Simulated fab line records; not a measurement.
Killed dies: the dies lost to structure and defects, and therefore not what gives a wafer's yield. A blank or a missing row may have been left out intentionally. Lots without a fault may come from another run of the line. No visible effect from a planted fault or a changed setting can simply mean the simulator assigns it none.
Problem report in the 8D (eight disciplines) form, filled by code | flow nandHarc | the parts of the form that need people (team, actions taken, sign-off) are left out

## 1. WHAT IS WRONG
At NHARC_A_CONTACT_ETCH_51, oesProductAu averages 1.293 a.u. over 9 wafers from 3 lots, while fault-free wafers read 1.001 a.u., standard deviation 0.009. Measured from the usual mean, that is +32 standard deviations.
The step: etches the open film in O2/COS, target depth 3600 nm, time 936 s.
First seen on wafer L723.4, day 20 12:01, on rieDiel-05. Wafers with a number at this step in the record: 36, from 12 lots. By rule, "out" or "out of limits" means more than 4 standard deviations away from the usual mean. The other wafers with a number count as sound.

## 2. WHAT IT IS; WHAT IT IS NOT
question                    | is                     | is not
which readings at this step | oesProductAu           | cosFlowSccm, drypumpMotorCurrentA, rfFwdPowerW, rfVppV, showerheadPlenumPTorr, throttleValvePct
which lots                  | L723, L724, L726       | L707, L708, L709, L710, L715, L718, L722, L725, L729
which wafers of those lots  | all that have a number | -
read on which tools         | rieDiel-05             | rieDiel-07, rieDiel-08
when                        | from day 20 12:01      | up to then (21 sound wafers); but 6 sound wafers of L725, L729 came after

## 3. SUSPECTS, AND WHAT RULES EACH OUT
Counting: a tool stays on the suspect list if, at a process step up to the reading, it processed all lots that are out and no sound lot following the first of them.
- rieDiel-05 at NHARC_A_CONTACT_ETCH_48 (etches the open film in CF4, target depth 39 nm, time 65 s): kept. It ran every lot that is out, first L723 (day 20 11:26), and no sound lot after that; its last sound lot up to then is L722 (day 20 10:19).
- rieDiel-05 at NHARC_A_CONTACT_ETCH_51 (etches the open film in O2/COS, target depth 3600 nm, time 936 s): kept. It ran every lot that is out, first L723 (day 20 12:01), and no sound lot after that; its last sound lot up to then is L722 (day 20 10:56). Its own oesProductAu readings are out on those wafers.
After counting, rieDiel-05 at NHARC_A_CONTACT_ETCH_48 and rieDiel-05 at NHARC_A_CONTACT_ETCH_51 remain.

## 4. THE CAUSE (what the simulator had put in)
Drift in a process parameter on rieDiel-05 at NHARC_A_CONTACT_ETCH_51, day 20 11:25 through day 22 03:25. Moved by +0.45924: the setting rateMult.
Counting left 2 suspects, and this tool is among them.

## 5. SEQUENCE OF EFFECTS, ordered by route
Each row: a reading where the mean over the struck wafers with a number is more than 3 standard deviations away from the usual. Scope: only readings with a usual standard deviation given in the record; hours: median across lots of the time from each lot's start at the first step in this table that gives one to its start at this step; sigmas: change in usual standard deviations.
hours | step                    | reading      | usual      | on struck wafers | change | sigmas
0     | NHARC_A_CONTACT_ETCH_51 | oesProductAu | 1.001 a.u. | 1.293            | +0.292 | +32
The process steps in it:
- NHARC_A_CONTACT_ETCH_51: etches the open film in O2/COS, target depth 3600 nm, time 936 s.
Later measuring or inspecting steps at which every struck wafer that the step has a row for has a number for every such reading, and none has moved that far: NHARC_END_SORT_01.

## 6. HOW IT WOULD HAVE BEEN CAUGHT EARLIER
In this record the first reading out of limits was taken at day 20 12:01, 1 hour after the fault began at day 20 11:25.
